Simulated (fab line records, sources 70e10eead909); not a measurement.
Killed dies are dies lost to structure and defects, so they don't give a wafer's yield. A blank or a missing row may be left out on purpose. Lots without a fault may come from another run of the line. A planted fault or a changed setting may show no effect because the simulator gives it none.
Which tool did it? | flow nand_harc | 12 lots, 36 wafers sampled, at 6 steps of a route of 1159

WHAT THE GAUGES READ, wafer by wafer
NHARC_P_M0_INSPECT_11.
lot  | measured     | on                | raw_defect_count
L693 | day 5 23:14  | defect_inspect-02 | 0 1 1
L694 | day 6 08:24  | defect_inspect-01 | 3 2 1
L700 | day 7 10:52  | defect_inspect-01 | 2 3 4
L699 | day 7 11:43  | defect_inspect-02 | 3 2 4
L698 | day 7 12:25  | defect_inspect-02 | 3 2 2
L703 | day 8 03:38  | defect_inspect-02 | 848 897 837
L706 | day 9 00:10  | defect_inspect-01 | 847 816 865
L707 | day 9 22:52  | defect_inspect-01 | 879 823 813
L713 | day 10 14:46 | defect_inspect-02 | 3 4 11
L712 | day 10 16:46 | defect_inspect-01 | 6 5 4
L711 | day 10 16:55 | defect_inspect-02 | 2 3 4
L714 | day 11 05:53 | defect_inspect-01 | 2 3 5

NHARC_END_SORT_01.
lot  | measured     | on        | defect_limited_yield (%) | killed_at_array | killed_at_other | killed_at_periphery | killed_dies | killed_open | killed_short | sort_bin_2_pct (%) | sort_bin_3_pct (%) | sort_bin_4_pct (%) | sort_n_pass | sort_rim_yield_pct (%) | sort_yield_pct (%)
L703 | day 22 00:49 | prober-02 | 81.1 81.2 79.8           | 27 34 42        | 0 0 0           | 101 93 95           | 128 127 137 | 0 3 3       | 0 2 3        | 7.5 7.5 8.4        | 5.02 5.02 4.87     | 6.4 6.2 6.9        | 549 550 540 | 94.3 98.1 96.2         | 81.1 81.2 79.8
L706 | day 22 06:58 | prober-02 | 80.5 83.8 82.3           | 29 13 14        | 0 0 0           | 103 97 106          | 132 110 120 | 6 4 3       | 3 0 3        | 7.8 6.8 7.4        | 4.87 4.73 3.84     | 6.8 4.7 6.5        | 545 567 557 | 96.2 98.1 95.3         | 80.5 83.8 82.3
L707 | day 23 19:14 | prober-01 | 79.5 81.4 80.5           | 34 30 24        | 1 4 4           | 104 92 104          | 139 126 132 | 2 1 2       | 4 1 3        | 7.4 8.0 7.2        | 5.02 3.69 5.17     | 8.1 6.9 7.1        | 538 551 545 | 93.4 97.2 95.3         | 79.5 81.4 80.5
L711 | day 24 07:02 | prober-02 | 95.0 95.6 94.4           | 32 30 37        | 0 0 1           | 2 0 0               | 34 30 38    | 2 3 6       | 5 1 1        | 1.8 1.0 1.5        | 0.74 0.30 0.30     | 2.5 3.1 3.8        | 643 647 639 | 99.1 95.3 95.3         | 95.0 95.6 94.4

WHICH TOOL RAN EACH LOT (tool, then ch and the chambers of the sampled wafers, then the start)
lot  | NHARC_P_CONTACT_ETCH_18                       | NHARC_P_CONTACT_CMP_24        | NHARC_P_M0_DEP_00               | NHARC_P_M0_DEGAS_28
L693 | rie_diel-02 ch 0,1,3, day 5 21:58 or earlier  | cmp-04 ch 0,1, day 5 21:58    | pecvd-04 ch 0,1,2, day 5 22:30  | pvd_sputter-02, day 6 00:14
L694 | rie_diel-07 ch 0,2,3, day 6 06:58 or earlier  | cmp-01 ch 0,2, day 6 06:58    | pecvd-04 ch 1,2, day 6 07:28    | pvd_sputter-01, day 6 09:24
L700 | rie_diel-02 ch 0,1,3, day 7 09:26 or earlier  | cmp-04 ch 1,2,3, day 7 09:26  | pecvd-04 ch 0,2, day 7 09:54    | pvd_sputter-01, day 7 11:51
L699 | rie_diel-02 ch 1,2,3, day 7 10:24 or earlier  | cmp-04 ch 0,1, day 7 10:24    | pecvd-03 ch 1,2, day 7 10:52    | pvd_sputter-03, day 7 12:42
L698 | rie_diel-13 ch 0,1,3, day 7 10:58 or earlier  | cmp-04 ch 1,2, day 7 10:58    | pecvd-03 ch 0,1, day 7 11:32    | pvd_sputter-03, day 7 13:23
L703 | rie_diel-13 ch 0,3, day 8 02:00 or earlier    | cmp-01 ch 0,3, day 8 02:00    | pecvd-04 ch 0,2, day 8 02:40    | pvd_sputter-03, day 8 04:38
L706 | rie_diel-13 ch 1,3, day 8 22:44 or earlier    | cmp-01 ch 0,1,2, day 8 22:44  | pecvd-04 ch 1,2, day 8 23:15    | pvd_sputter-01, day 9 01:10
L707 | rie_diel-07 ch 2,3, day 9 21:35 or earlier    | cmp-01 ch 0,2,3, day 9 21:35  | pecvd-04 ch 0,1,2, day 9 22:02  | pvd_sputter-03, day 9 23:54
L713 | rie_diel-02 ch 0,2,3, day 10 13:21 or earlier | cmp-01 ch 1,2,3, day 10 13:21 | pecvd-03 ch 1,2, day 10 13:50   | pvd_sputter-01, day 10 15:47
L712 | rie_diel-02 ch 0,3, day 10 15:25 or earlier   | cmp-04 ch 0,2,3, day 10 15:25 | pecvd-02 ch 0,1, day 10 15:53   | pvd_sputter-02, day 10 17:48
L711 | rie_diel-13 ch 0,1,3, day 10 15:20 or earlier | cmp-01 ch 0,1,2, day 10 15:20 | pecvd-03 ch 0,1,2, day 10 15:48 | pvd_sputter-03, day 10 17:57
L714 | rie_diel-13 ch 0,2,3, day 11 04:32 or earlier | cmp-04 ch 1,2,3, day 11 04:32 | pecvd-02 ch 1,2, day 11 05:03   | pvd_sputter-02, day 11 06:53
- NHARC_P_CONTACT_ETCH_18: etches the open film in C4F8/O2/Ar, target depth 481 nm, time 240.5 s.
- NHARC_P_CONTACT_CMP_24: polishes, t overpolish 30 s, target thk 200 nm.
- NHARC_P_M0_DEP_00: deposits SiOC, target thk 150 nm.
- NHARC_P_M0_DEGAS_28: time 60 s.

WHAT THE TOOLS THEMSELVES READ (means of the sampled wafers that have a number; where no wafer has one, the mark that the record gives instead)
NHARC_P_CONTACT_ETCH_18.
lot  | tool        | oes_product_au (a.u.) | rf_vpp_V (V)
L693 | rie_diel-02 | 0.971                 | 982
L694 | rie_diel-07 | 0.976                 | 984
L700 | rie_diel-02 | 0.964                 | 983
L699 | rie_diel-02 | 0.961                 | 979
L698 | rie_diel-13 | 0.967                 | 984
L703 | rie_diel-13 | 0.973                 | 984
L706 | rie_diel-13 | 0.951                 | 987
L707 | rie_diel-07 | 0.981                 | 987
L713 | rie_diel-02 | 0.968                 | 983
L712 | rie_diel-02 | 0.962                 | 986
L711 | rie_diel-13 | 0.965                 | 983
L714 | rie_diel-13 | 0.960                 | 980

NHARC_P_CONTACT_CMP_24.
lot  | tool   | edge_zone_pressure_frac | motor_current_A (A) | overpolish_run_s (s) | time_to_endpoint_s (s)
L693 | cmp-04 | 0.999                   | 12.3                | 30.002               | 43
L694 | cmp-01 | 1.001                   | 11.1                | 29.996               | 40
L700 | cmp-04 | 1.002                   | 11.7                | 29.992               | 39
L699 | cmp-04 | 0.996                   | 12.1                | 30.003               | 42
L698 | cmp-04 | 1.000                   | 11.9                | 29.996               | 38
L703 | cmp-01 | 0.991                   | 12.4                | 30.007               | 37
L706 | cmp-01 | 0.996                   | 12.0                | 29.998               | 39
L707 | cmp-01 | 1.004                   | 11.8                | 30.011               | 39
L713 | cmp-01 | 1.003                   | 13.5                | 30.004               | 38
L712 | cmp-04 | 0.996                   | 12.0                | 30.006               | 42
L711 | cmp-01 | 1.006                   | 12.7                | 30.004               | 47
L714 | cmp-04 | 1.001                   | 11.5                | 30.003               | 43

NHARC_P_M0_DEGAS_28.
lot  | tool           | heater_power_w (W)
L693 | pvd_sputter-02 | 363
L694 | pvd_sputter-01 | 330
L700 | pvd_sputter-01 | 352
L699 | pvd_sputter-03 | 365
L698 | pvd_sputter-03 | 409
L703 | pvd_sputter-03 | 328
L706 | pvd_sputter-01 | 342
L707 | pvd_sputter-03 | 374
L713 | pvd_sputter-01 | 342
L712 | pvd_sputter-02 | 347
L711 | pvd_sputter-03 | 365
L714 | pvd_sputter-02 | 336

THE ANSWER, worked out from the rows above alone
Rule: what is usual is taken from the lots themselves. Put in order of their means at a reading, lots are off if they are a third of the lots or fewer, leave a main group of 4 or more, and stand apart from it by a gap of 3 or more times the standard deviation of the main group's means; of several such gaps the widest counts. A main group whose means are all the same, to the digits that the tables above print for the reading, isn't used. A lot without any number at a reading at which 4 lots or more have one is off too. The other lots that the step has rows for count as sound. The gauges are gone through in route order, then the tools' own readings, and for those a lot's mean is taken as printed above. The first step at which some lot is off is used, and at that step the reading that is off furthest; a lot without a number counts as furthest.
Off: L703, L706, L707, at NHARC_P_M0_INSPECT_11 (raw_defect_count). The main group: mean 3.1, standard deviation 1.5.
A tool fits if, at a process step before that reading, it ran every lot that is off, and no sound lot after the first of them. The gauges at NHARC_P_M0_INSPECT_11 are tried like those tools. NHARC_P_CONTACT_ETCH_18 gives no start for some lots, so the hours and the order of its lots are those of NHARC_P_CONTACT_CMP_24. One fits: pecvd-04 at NHARC_P_M0_DEP_00. Its last sound lot is L700 (day 7 09:54), its first lot that is off L703 (day 8 02:40): a fault that began between those two fits.

WHAT THE SIMULATOR HAD PUT IN
Chamber particle source: pecvd-04, from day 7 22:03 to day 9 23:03, at NHARC_P_M0_DEP_00. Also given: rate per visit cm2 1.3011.
Lots struck among those shown: L703, L706, L707. The rule above found the same.
